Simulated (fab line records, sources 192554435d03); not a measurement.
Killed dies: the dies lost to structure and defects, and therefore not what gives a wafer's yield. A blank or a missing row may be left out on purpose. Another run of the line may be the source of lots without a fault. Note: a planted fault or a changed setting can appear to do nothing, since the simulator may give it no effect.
fab line records -- flow n5_finfet -- part 1 of 2: steps 1 to 16 of 26
record: lots: 5, wafers: 15, last_day: 19
route steps=1938 shown BEOL_M8@1363
lots that met no fault: from a run of the same line without faults
start_h: hours from the record's opening day to when the first of the lot's shown wafers began -- wait_h: how many hours have passed since the lot's step before this one -- " unchanged from the row above -- L1.1+2: one row covering several wafers at once -- - either no value or no given start -- * or withheld: withheld -- < > ~ a bound
route shown NAME@n: a module of which the file shows steps, and the number in the route of the first -- usual: mean and standard deviation over wafers with no fault -- same: alike in all rows -- chamber/n: place in a boat -- sites: the reading at each site -- _std_site: their standard deviation -- _edge_site: mean of outer sites minus mean of inner sites -- radius_mm: for every site, how far away it sits from the centre of the wafer -- mask NAME#n: copy n -- behind: the tool/chamber that last shaped the wafer -- hold: why the lot went on hold/how many hours it stayed there/how the hold came to an end -- device: transistor that didn't switch, given as n, p or np -- end of line: the tests these same wafers got at the end of their route -- where a step has no rows: the recipe by itself -- killed: the dies lost at the first sort to structure and to defects; this is not the yield of the wafer -- map: the dies of a wafer, with x for killed, . for not killed, _ for no die there
set.NAME: setting as actually run; set.NAME@STEP: the setting as run at that earlier step -- model.NAME: the simulator's own value behind a step, which no gauge read
a table for each step, a row for each wafer; lots at some steps of the route
services: when a tool's chamber went out of use (start_h, in hours from the record's first day, below 0 if earlier), for how many hours, and the reason
== steps ==
step: N5_BEOL_M8_PEB_26
recipe: peb_temp_c: 100, peb_time_s: 60, resist: CAR-EUV
lot.wafer,tool,chamber,start_h,wait_h
L081.1+3+4,litho_track-04,0,268.36,0.1
L084.2+5+6,litho_track-05,0,297.57,0.1
L089.3+4+5,litho_track-01,0,350.45,0.0
L091.1+3+5,litho_track-05,0,381.38,0.1
L095.2+3+6,litho_track-04,0,386.23,0.1
step: N5_BEOL_M8_DEVELOP_27
recipe: develop_time_s: 30, developer: TMAH, resist: CAR-EUV, rinse_liquid: surfactant_rinse, dry: air_spin, dev_temp_c: 23
lot.wafer,tool,chamber,start_h,wait_h
L081.1+3+4,litho_track-04,0,-,-
L084.2+5+6,litho_track-05,0,-,-
L089.3+4+5,litho_track-01,0,-,-
L091.1+3+5,litho_track-05,0,-,-
L095.2+3+6,litho_track-04,0,-,-
step: N5_BEOL_M8_CD_MEAS_28
recipe: target_cd_nm: 40, landing_energy_ev: 500, detector: se_inlens
usual: cd_nm: 39.97/0.23
lot.wafer,tool,chamber,start_h,wait_h,cd_nm
L081.1,cd_sem-01,0,268.43,-,40.08
L081.3,cd_sem-01,0,268.43,-,40.32
L081.4,cd_sem-01,0,268.43,-,40.30
L084.2,cd_sem-03,0,297.63,-,40.05
L084.5,cd_sem-03,0,297.63,-,39.89
L084.6,cd_sem-03,0,297.63,-,39.66
L089.3,cd_sem-01,0,350.52,-,39.87
L089.4,cd_sem-01,0,350.52,-,39.81
L089.5,cd_sem-01,0,350.52,-,39.70
L091.1,cd_sem-01,0,381.45,-,39.89
L091.3,cd_sem-01,0,381.45,-,39.44
L091.5,cd_sem-01,0,381.45,-,39.92
L095.2,cd_sem-03,0,386.30,-,40.15
L095.3,cd_sem-03,0,386.30,-,40.19
L095.6,cd_sem-03,0,386.30,-,39.98
step: N5_BEOL_M8_OVL_MEAS_29
recipe: points_per_wafer: 522
usual: V7_OVL: -0.1/0.7
lot.wafer,tool,chamber,start_h,wait_h,V7_OVL[nm]
L081.1,overlay-01,0,268.46,0.0,-0.5
L081.3,overlay-01,0,268.46,0.0,0.1
L081.4,overlay-01,0,268.46,0.0,-0.2
L084.2,overlay-02,0,297.67,0.0,-0.2
L084.5,overlay-02,0,297.67,0.0,0.9
L084.6,overlay-02,0,297.67,0.0,0.1
L089.3,overlay-01,0,350.56,0.0,0.9
L089.4,overlay-01,0,350.56,0.0,0.4
L089.5,overlay-01,0,350.56,0.0,0.6
L091.1,overlay-02,0,381.48,0.0,-0.9
L091.3,overlay-02,0,381.48,0.0,-0.2
L091.5,overlay-02,0,381.48,0.0,-0.4
L095.2,overlay-02,0,386.33,0.0,-1.1
L095.3,overlay-02,0,386.33,0.0,-0.6
L095.6,overlay-02,0,386.33,0.0,-1.3
step: N5_BEOL_M8_INSPECT_30
recipe: mode: adi, inspect_instrument: brightfield
usual: raw_defect_count: 396/95
lot.wafer,tool,chamber,start_h,wait_h,raw_defect_count
L081.1,defect_inspect-01,-,268.52,0.1,487
L081.3,defect_inspect-01,-,268.52,0.1,559
L081.4,defect_inspect-01,-,268.52,0.1,617
L084.2,defect_inspect-02,-,297.72,0.0,364
L084.5,defect_inspect-02,-,297.72,0.0,258
L084.6,defect_inspect-02,-,297.72,0.0,179
L089.3,defect_inspect-01,-,350.61,0.0,359
L089.4,defect_inspect-01,-,350.61,0.0,365
L089.5,defect_inspect-01,-,350.61,0.0,317
L091.1,defect_inspect-02,-,381.54,0.1,305
L091.3,defect_inspect-02,-,381.54,0.1,293
L091.5,defect_inspect-02,-,381.54,0.1,296
L095.2,defect_inspect-02,-,386.39,0.0,450
L095.3,defect_inspect-02,-,386.39,0.0,394
L095.6,defect_inspect-02,-,386.39,0.0,393
step: N5_BEOL_M8_DESCUM_33
recipe: chemistry: O2, time_s: 7, source_power_w: 50, bias_power_w: 20, pressure_mtorr: 20, rf_frequency_hz: 2.712e+07, temp_c: 40, resist: CAR-EUV, o2_flow_sccm: 225
usual: drypump_motor_current_A: 5.52/0.22, oes_product_au: 0.79/0.09, rf_fwd_power_W: 49.45/0.2, rf_vpp_V: 243.0/1.4, showerhead_plenum_p_Torr: 2.09/0.074, throttle_valve_pct: 20.39/0.26
lot.wafer,tool,chamber,start_h,wait_h,drypump_motor_current_A,oes_product_au,rf_fwd_power_W,rf_hours_counter_h,rf_vpp_V,showerhead_plenum_p_Torr,throttle_valve_pct
L081.1,rie_diel-06,2,268.55,0.0,5.28,0.70,49.59,223,243.3,2.07,20.24
L081.3,rie_diel-06,3,268.55,0.0,5.32,0.77,49.29,158,242.3,2.10,20.61
L081.4,rie_diel-06,0,268.55,0.0,5.51,0.72,49.35,212,243.2,1.98,20.67
L084.2,rie_diel-05,3,297.76,0.0,5.61,0.84,49.45,72,244.1,2.12,20.36
L084.5,rie_diel-05,3,297.76,0.0,5.61,0.86,49.37,-,243.4,2.12,20.35
L084.6,rie_diel-05,2,297.76,0.0,5.90,0.70,49.47,-,243.5,2.06,20.37
L089.3,rie_diel-03,2,350.64,0.0,5.61,0.70,49.18,206,240.5,1.89,20.45
L089.4,rie_diel-03,1,350.64,0.0,5.45,0.82,49.10,99,242.9,2.10,20.09
L089.5,rie_diel-03,3,350.64,0.0,5.27,0.80,49.19,-,245.2,2.11,20.78
L091.1,rie_diel-05,3,381.58,0.0,5.57,0.82,49.15,105,241.7,2.11,20.40
L091.3,rie_diel-05,0,381.58,0.0,5.13,0.70,49.77,230,244.7,2.15,20.86
L091.5,rie_diel-05,2,381.58,0.0,5.91,0.96,49.54,-,243.6,2.06,20.01
L095.2,rie_diel-06,0,386.42,0.0,5.54,0.97,49.09,4,244.3,2.23,20.36
L095.3,rie_diel-06,3,386.42,0.0,5.34,0.73,49.49,200,243.2,2.08,20.66
L095.6,rie_diel-06,1,386.42,0.0,5.86,0.72,49.53,-,243.1,2.08,20.03
step: N5_BEOL_M8_ETCH_72
recipe: chemistry: N2/H2, target: underlayer, target_depth_a: 65, mask_material: CAR-EUV, time_s: 5.2, ion_energy_ev: 200, pressure_mtorr: 30, source_w: 840, bias_w: 150, n2_flow_sccm: 200, h2_flow_sccm: 200, ends: cleared
usual: drypump_motor_current_A: 5.52/0.22, etch_rf_on_time_s: 5.23/0.087, n2_flow_sccm: 200.0/0.58, oes_product_au: 0.67/0.076, rf_fwd_power_W: 819.2/2.6, rf_vpp_V: 523.6/2.7, showerhead_plenum_p_Torr: 2.53/0.085, throttle_valve_pct: 17.81/0.23
lot.wafer,tool,chamber,start_h,wait_h,drypump_motor_current_A,etch_rf_on_time_s,n2_flow_sccm,oes_product_au,rf_fwd_power_W,rf_hours_counter_h,rf_vpp_V,showerhead_plenum_p_Torr,throttle_valve_pct
L081.1,rie_diel-06,2,268.59,0.0,5.29,5.18,200.0,0.61,821.3,223,522.7,2.51,17.71
L081.3,rie_diel-06,3,268.59,0.0,5.30,5.21,200.4,0.65,819.6,158,522.0,2.54,18.06
L081.4,rie_diel-06,0,268.59,0.0,5.57,5.27,199.5,0.61,815.1,212,518.9,2.40,18.02
L084.2,rie_diel-05,3,297.79,0.0,5.60,5.23,200.0,0.72,815.9,72,524.3,2.57,17.75
L084.5,rie_diel-05,3,297.79,0.0,5.60,5.23,200.7,0.73,818.4,-,525.5,2.58,17.73
L084.6,rie_diel-05,2,297.79,0.0,5.92,5.48,200.2,0.57,819.1,-,523.7,2.51,17.74
L089.3,rie_diel-03,2,350.67,0.0,5.60,5.29,200.7,0.60,817.1,206,517.3,2.31,17.96
L089.4,rie_diel-03,1,350.67,0.0,5.42,5.30,200.3,0.69,816.9,99,523.1,2.55,17.54
L089.5,rie_diel-03,3,350.67,0.0,5.25,5.22,199.2,0.67,818.8,-,525.6,2.56,18.07
L091.1,rie_diel-05,3,381.62,0.0,5.60,5.32,199.2,0.67,820.4,105,524.3,2.56,17.78
L091.3,rie_diel-05,0,381.62,0.0,5.12,5.31,201.0,0.59,817.6,230,523.9,2.61,18.23
L091.5,rie_diel-05,2,381.62,0.0,5.89,5.14,199.6,0.80,819.5,-,521.4,2.50,17.32
L095.2,rie_diel-06,0,386.45,0.0,5.51,5.12,200.0,0.83,822.0,4,526.6,2.70,17.70
L095.3,rie_diel-06,3,386.45,0.0,5.31,5.20,200.3,0.62,818.3,200,526.0,2.53,18.15
L095.6,rie_diel-06,1,386.45,0.0,5.89,5.22,199.5,0.62,821.7,-,524.6,2.54,17.64
step: N5_BEOL_M8_ETCH_65
recipe: chemistry: CF4, target: SiARC, target_depth_a: 156, mask_material: CAR-EUV, time_s: 26, ion_energy_ev: 80, pressure_mtorr: 40, source_w: 545, bias_w: 36, Ar_flow_sccm: 100, cf4_flow_sccm: 100, ends: cleared
usual: drypump_motor_current_A: 5.52/0.22, etch_rf_on_time_s: 26.2/0.41, oes_product_au: 0.67/0.076, rf_fwd_power_W: 532.4/2, rf_vpp_V: 183.9/1.2, showerhead_plenum_p_Torr: 2.14/0.068, throttle_valve_pct: 15.58/0.25
lot.wafer,tool,chamber,start_h,wait_h,drypump_motor_current_A,etch_rf_on_time_s,oes_product_au,rf_fwd_power_W,rf_hours_counter_h,rf_vpp_V,showerhead_plenum_p_Torr,throttle_valve_pct
L081.1,rie_diel-06,2,268.61,0.0,5.27,26.4,0.60,533.0,223,183.5,2.12,15.52
L081.3,rie_diel-06,3,268.61,0.0,5.31,26.2,0.65,533.0,158,183.8,2.14,15.74
L081.4,rie_diel-06,0,268.61,0.0,5.53,26.4,0.61,531.2,212,183.8,2.04,15.84
L084.2,rie_diel-05,3,297.81,0.0,5.61,25.9,0.73,535.0,72,184.0,2.17,15.51
L084.5,rie_diel-05,3,297.81,0.0,5.61,25.9,0.72,534.2,-,184.5,2.17,15.51
L084.6,rie_diel-05,2,297.81,0.0,5.94,26.7,0.59,534.4,-,183.9,2.12,15.62
L089.3,rie_diel-03,2,350.69,0.0,5.61,26.5,0.60,532.4,206,180.3,1.96,15.80
L089.4,rie_diel-03,1,350.69,0.0,5.45,26.3,0.69,532.2,99,184.4,2.15,15.27
L089.5,rie_diel-03,3,350.69,0.0,5.29,26.4,0.68,529.3,-,184.4,2.15,15.88
L091.1,rie_diel-05,3,381.63,0.0,5.61,26.1,0.69,530.8,105,184.1,2.16,15.59
L091.3,rie_diel-05,0,381.63,0.0,5.11,26.0,0.60,534.1,230,185.9,2.20,16.05
L091.5,rie_diel-05,2,381.63,0.0,5.92,25.6,0.82,535.9,-,183.7,2.11,15.16
L095.2,rie_diel-06,0,386.47,0.0,5.54,26.4,0.82,532.0,4,184.9,2.28,15.44
L095.3,rie_diel-06,3,386.47,0.0,5.34,26.3,0.62,529.6,200,184.4,2.13,15.84
L095.6,rie_diel-06,1,386.47,0.0,5.86,26.4,0.62,533.3,-,182.9,2.15,15.37
step: N5_BEOL_M8_ETCH_66
recipe: chemistry: N2/H2, target: SOC, target_depth_a: 800, overetch_a: 160, mask_material: SiARC, temp_c: 40, time_s: 120, ion_energy_ev: 200, pressure_mtorr: 30, source_w: 840, bias_w: 150, n2_flow_sccm: 200, h2_flow_sccm: 200
usual: drypump_motor_current_A: 5.52/0.22, n2_flow_sccm: 199.9/0.61, oes_product_au: 0.61/0.065, rf_fwd_power_W: 835.9/2.4, rf_vpp_V: 523.7/2.5, showerhead_plenum_p_Torr: 2.53/0.085, throttle_valve_pct: 17.77/0.23
lot.wafer,tool,chamber,start_h,wait_h,drypump_motor_current_A,n2_flow_sccm,oes_product_au,rf_fwd_power_W,rf_hours_counter_h,rf_vpp_V,showerhead_plenum_p_Torr,throttle_valve_pct
L081.1,rie_diel-06,2,268.63,0.0,5.25,200.6,0.54,838.9,223,523.9,2.51,17.67
L081.3,rie_diel-06,3,268.63,0.0,5.34,200.0,0.59,836.4,158,525.6,2.54,18.03
L081.4,rie_diel-06,0,268.63,0.0,5.53,199.9,0.55,836.2,212,520.5,2.40,18.01
L084.2,rie_diel-05,3,297.84,0.0,5.60,200.0,0.65,837.6,72,525.9,2.57,17.68
L084.5,rie_diel-05,3,297.84,0.0,5.60,199.6,0.65,836.8,-,525.2,2.58,17.69
L084.6,rie_diel-05,2,297.84,0.0,5.92,199.7,0.54,833.2,-,523.0,2.51,17.70
L089.3,rie_diel-03,2,350.72,0.0,5.60,200.2,0.54,834.8,206,516.7,2.31,17.91
L089.4,rie_diel-03,1,350.72,0.0,5.43,199.7,0.63,835.7,99,522.7,2.55,17.52
L089.5,rie_diel-03,3,350.72,0.0,5.32,199.6,0.60,835.5,-,522.9,2.56,18.06
L091.1,rie_diel-05,3,381.66,0.0,5.59,201.0,0.62,833.6,105,524.4,2.56,17.74
L091.3,rie_diel-05,0,381.66,0.0,5.12,201.0,0.54,836.3,230,525.2,2.61,18.20
L091.5,rie_diel-05,2,381.66,0.0,5.91,199.8,0.73,837.9,-,522.6,2.50,17.32
L095.2,rie_diel-06,0,386.50,0.0,5.51,200.8,0.73,835.3,4,527.9,2.70,17.63
L095.3,rie_diel-06,3,386.50,0.0,5.33,201.0,0.56,834.0,200,524.7,2.53,18.11
L095.6,rie_diel-06,1,386.50,0.0,5.86,199.2,0.55,835.2,-,524.8,2.54,17.60
step: N5_BEOL_M8_STRIP_69
recipe: chemistry: N2/H2, temp_c: 40, n2_flow_sccm: 200, h2_flow_sccm: 200, rf_frequency_hz: 6e+07
lot.wafer,tool,chamber,start_h,wait_h
L081.1+3+4,rie_diel-06,"2,3,0",268.71,0.0
L084.2+5+6,rie_diel-05,"3,3,2",297.92,0.0
L089.3+4+5,rie_diel-03,"2,1,3",350.80,0.0
L091.1+3+5,rie_diel-05,"3,0,2",381.74,0.0
L095.2+3+6,rie_diel-06,"0,3,1",386.58,0.0
step: N5_BEOL_M8_STRIP_73
recipe: chemistry: N2/H2, temp_c: 40, n2_flow_sccm: 200, h2_flow_sccm: 200, rf_frequency_hz: 6e+07
lot.wafer,tool,chamber,start_h,wait_h
L081.1+3+4,rie_diel-06,"2,3,0",268.72,0.0
L084.2+5+6,rie_diel-05,"3,3,2",297.93,0.0
L089.3+4+5,rie_diel-03,"2,1,3",350.81,0.0
L091.1+3+5,rie_diel-05,"3,0,2",381.75,0.0
L095.2+3+6,rie_diel-06,"0,3,1",386.59,0.0
step: N5_BEOL_M8_VIA_ETCH_34
recipe: chemistry: C4F6/O2, target: SiCOH_lowk, target_depth_a: 1255, mask_material: SOC, taper_deg: 4, time_s: 50.5, ion_energy_ev: 250, pressure_mtorr: 30, source_w: 345, bias_w: 185, Ar_flow_sccm: 300, C4F6_flow_sccm: 10, O2_flow_sccm: 10
usual: O2_flow_sccm: 10.00/0.031, drypump_motor_current_A: 5.52/0.22, oes_product_au: 0.79/0.09, rf_fwd_power_W: 341.8/1.3, rf_vpp_V: 668/5.2, showerhead_plenum_p_Torr: 2.84/0.091, throttle_valve_pct: 20.86/0.23
lot.wafer,tool,chamber,start_h,wait_h,O2_flow_sccm,drypump_motor_current_A,oes_product_au,rf_fwd_power_W,rf_hours_counter_h,rf_vpp_V,showerhead_plenum_p_Torr,throttle_valve_pct
L081.1,rie_diel-06,2,268.73,0.0,9.94,5.29,0.70,341.6,223,671,2.82,20.72
L081.3,rie_diel-06,3,268.73,0.0,10.01,5.32,0.77,342.9,158,672,2.85,21.05
L081.4,rie_diel-06,0,268.73,0.0,9.98,5.51,0.72,340.8,212,664,2.71,21.13
L084.2,rie_diel-05,3,297.94,0.0,10.00,5.61,0.85,341.1,72,665,2.88,20.80
L084.5,rie_diel-05,3,297.94,0.0,10.03,5.59,0.86,342.4,-,668,2.88,20.81
L084.6,rie_diel-05,2,297.94,0.0,10.05,5.89,0.69,341.6,-,673,2.82,20.85
L089.3,rie_diel-03,2,350.82,0.0,10.03,5.62,0.70,339.6,206,657,2.60,21.02
L089.4,rie_diel-03,1,350.82,0.0,10.01,5.47,0.82,341.6,99,674,2.86,20.57
L089.5,rie_diel-03,3,350.82,0.0,10.02,5.32,0.79,340.8,-,666,2.86,21.17
L091.1,rie_diel-05,3,381.76,0.0,10.03,5.59,0.81,341.6,105,666,2.87,20.85
L091.3,rie_diel-05,0,381.76,0.0,10.00,5.12,0.70,340.9,230,660,2.92,21.27
L091.5,rie_diel-05,2,381.76,0.0,10.00,5.89,0.97,342.8,-,673,2.81,20.52
L095.2,rie_diel-06,0,386.60,0.0,10.01,5.53,0.97,340.8,4,675,3.03,20.83
L095.3,rie_diel-06,3,386.60,0.0,10.00,5.29,0.73,341.6,200,670,2.83,21.11
L095.6,rie_diel-06,1,386.60,0.0,9.97,5.86,0.72,343.5,-,667,2.85,20.62
step: N5_BEOL_M8_STRIP_76
recipe: chemistry: C4F6/O2, resist: SiARC, rf_frequency_hz: 6e+07
lot.wafer,tool,chamber,start_h,wait_h
L081.1+3+4,rie_diel-06,"2,3,0",268.78,0.0
L084.2+5+6,rie_diel-05,"3,3,2",297.98,0.0
L089.3+4+5,rie_diel-03,"2,1,3",350.86,0.0
L091.1+3+5,rie_diel-05,"3,0,2",381.81,0.0
L095.2+3+6,rie_diel-06,"0,3,1",386.64,0.0
step: N5_BEOL_M8_STRIP_36
recipe: chemistry: N2/H2, power_w: 450, temp_c: 40, pressure_mtorr: 20, rf_frequency_hz: 6e+07, overash_fraction: 0.3, bias_power_w: 7, h2_frac: 0.5, n2_flow_sccm: 200, h2_flow_sccm: 200
usual: drypump_motor_current_A: 5.53/0.22, n2_flow_sccm: 200.1/0.6, oes_product_au: 0.79/0.089, rf_vpp_V: 59.2/1.5, showerhead_plenum_p_Torr: 2.53/0.086, throttle_valve_pct: 23.60/0.25
lot.wafer,tool,chamber,start_h,wait_h,drypump_motor_current_A,n2_flow_sccm,oes_product_au,rf_hours_counter_h,rf_vpp_V,showerhead_plenum_p_Torr,throttle_valve_pct
L081.1,rie_diel-06,2,268.79,0.0,5.30,198.5,0.69,223,59.4,2.51,23.38
L081.3,rie_diel-06,3,268.79,0.0,5.36,199.5,0.76,158,59.5,2.54,23.93
L081.4,rie_diel-06,0,268.79,0.0,5.54,199.7,0.72,212,58.5,2.40,23.82
L084.2,rie_diel-05,3,297.99,0.0,5.63,200.0,0.84,72,59.4,2.57,23.53
L084.5,rie_diel-05,3,297.99,0.0,5.62,200.5,0.86,-,58.6,2.57,23.50
L084.6,rie_diel-05,2,297.99,0.0,5.90,199.9,0.69,-,60.2,2.50,23.35
L089.3,rie_diel-03,2,350.87,0.0,5.61,200.7,0.70,206,60.5,2.31,23.62
L089.4,rie_diel-03,1,350.87,0.0,5.45,200.3,0.82,99,62.7,2.55,23.39
L089.5,rie_diel-03,3,350.87,0.0,5.33,200.9,0.80,-,59.0,2.55,23.85
L091.1,rie_diel-05,3,381.82,0.0,5.62,200.0,0.80,105,57.0,2.56,23.58
L091.3,rie_diel-05,0,381.82,0.0,5.11,199.9,0.71,230,60.5,2.61,23.96
L091.5,rie_diel-05,2,381.82,0.0,5.89,198.9,0.96,-,57.9,2.49,23.06
L095.2,rie_diel-06,0,386.65,0.0,5.52,199.9,0.96,4,59.7,2.70,23.57
L095.3,rie_diel-06,3,386.65,0.0,5.31,199.6,0.74,200,59.6,2.52,24.01
L095.6,rie_diel-06,1,386.65,0.0,5.86,199.6,0.73,-,58.8,2.53,23.48
step: N5_BEOL_M8_TRENCH_ETCH_37
recipe: chemistry: C4F6/O2, target_depth_a: 934.78, target: SiCOH_lowk, time_s: 31.2, ion_energy_ev: 250, pressure_mtorr: 30, source_w: 345, bias_w: 185, Ar_flow_sccm: 300, C4F6_flow_sccm: 10, O2_flow_sccm: 10
usual: O2_flow_sccm: 10.00/0.031, drypump_motor_current_A: 5.52/0.22, oes_product_au: 0.79/0.089, rf_fwd_power_W: 340.8/1.4, rf_vpp_V: 668/5, showerhead_plenum_p_Torr: 2.84/0.091, throttle_valve_pct: 20.89/0.23
lot.wafer,tool,chamber,start_h,wait_h,O2_flow_sccm,drypump_motor_current_A,oes_product_au,rf_fwd_power_W,rf_hours_counter_h,rf_vpp_V,showerhead_plenum_p_Torr,throttle_valve_pct
L081.1,rie_diel-06,2,-,-,10.02,5.25,0.69,340.8,223,672,2.82,20.74
L081.3,rie_diel-06,3,-,-,10.01,5.32,0.77,342.0,158,671,2.85,21.09
L081.4,rie_diel-06,0,-,-,9.98,5.52,0.72,337.4,212,665,2.71,21.16
L084.2,rie_diel-05,3,-,-,10.03,5.62,0.85,341.6,72,667,2.88,20.83
L084.5,rie_diel-05,3,-,-,10.03,5.60,0.86,342.5,-,666,2.88,20.83
L084.6,rie_diel-05,2,-,-,10.03,5.90,0.70,341.3,-,675,2.82,20.90
L089.3,rie_diel-03,2,-,-,9.93,5.61,0.70,340.9,206,658,2.60,21.04
L089.4,rie_diel-03,1,-,-,10.01,5.43,0.81,339.5,99,672,2.86,20.59
L089.5,rie_diel-03,3,-,-,10.05,5.31,0.78,341.4,-,667,2.86,21.18
L091.1,rie_diel-05,3,-,-,10.02,5.60,0.81,340.4,105,668,2.87,20.89
L091.3,rie_diel-05,0,-,-,10.00,5.11,0.68,341.0,230,661,2.92,21.29
L091.5,rie_diel-05,2,-,-,10.01,5.90,0.96,341.0,-,674,2.81,20.53
L095.2,rie_diel-06,0,-,-,10.02,5.51,0.96,340.3,4,673,3.03,20.86
L095.3,rie_diel-06,3,-,-,10.04,5.31,0.74,339.7,200,671,2.83,21.16
L095.6,rie_diel-06,1,-,-,10.00,5.85,0.72,342.6,-,667,2.85,20.63
step: N5_BEOL_M8_ETCH_41
recipe: chemistry: CH3F/O2, target: SiCN, target_depth_a: 319, taper_deg: 2, time_s: 57.8, ion_energy_ev: 120, mask_material: TiN, pressure_mtorr: 30, source_w: 395, bias_w: 75, Ar_flow_sccm: 150, CH3F_flow_sccm: 30, O2_flow_sccm: 20
usual: O2_flow_sccm: 20.00/0.059, drypump_motor_current_A: 5.52/0.22, oes_product_au: 0.79/0.089, rf_fwd_power_W: 391.9/1.3, rf_vpp_V: 297.2/1.5, showerhead_plenum_p_Torr: 1.99/0.067, throttle_valve_pct: 16.28/0.24
lot.wafer,tool,chamber,start_h,wait_h,O2_flow_sccm,drypump_motor_current_A,oes_product_au,rf_fwd_power_W,rf_hours_counter_h,rf_vpp_V,showerhead_plenum_p_Torr,throttle_valve_pct
L081.1,rie_diel-06,2,-,-,20.03,5.28,0.70,391.3,223,296.6,1.98,16.22
L081.3,rie_diel-06,3,-,-,20.00,5.30,0.76,392.7,158,295.1,2.00,16.48
L081.4,rie_diel-06,0,-,-,20.00,5.52,0.72,390.4,212,294.8,1.90,16.57
L084.2,rie_diel-05,3,-,-,19.97,5.59,0.85,393.7,72,297.8,2.03,16.22
L084.5,rie_diel-05,3,-,-,20.03,5.58,0.83,391.5,-,298.1,2.03,16.20
L084.6,rie_diel-05,2,-,-,19.82,5.89,0.69,391.6,-,298.4,1.98,16.34
L089.3,rie_diel-03,2,-,-,19.97,5.60,0.71,391.2,206,294.6,1.82,16.47
L089.4,rie_diel-03,1,-,-,19.99,5.45,0.81,391.3,99,297.1,2.01,15.99
L089.5,rie_diel-03,3,-,-,20.01,5.25,0.79,389.4,-,295.9,2.01,16.56
L091.1,rie_diel-05,3,-,-,20.10,5.60,0.80,392.0,105,296.7,2.02,16.25
L091.3,rie_diel-05,0,-,-,20.03,5.11,0.69,389.8,230,298.4,2.05,16.74
L091.5,rie_diel-05,2,-,-,19.94,5.91,0.95,393.4,-,297.7,1.97,15.89
L095.2,rie_diel-06,0,-,-,19.99,5.56,0.97,391.0,4,300.1,2.13,16.18
L095.3,rie_diel-06,3,-,-,19.99,5.32,0.73,391.9,200,295.7,1.99,16.55
L095.6,rie_diel-06,1,-,-,19.90,5.84,0.72,391.1,-,298.3,2.00,16.07
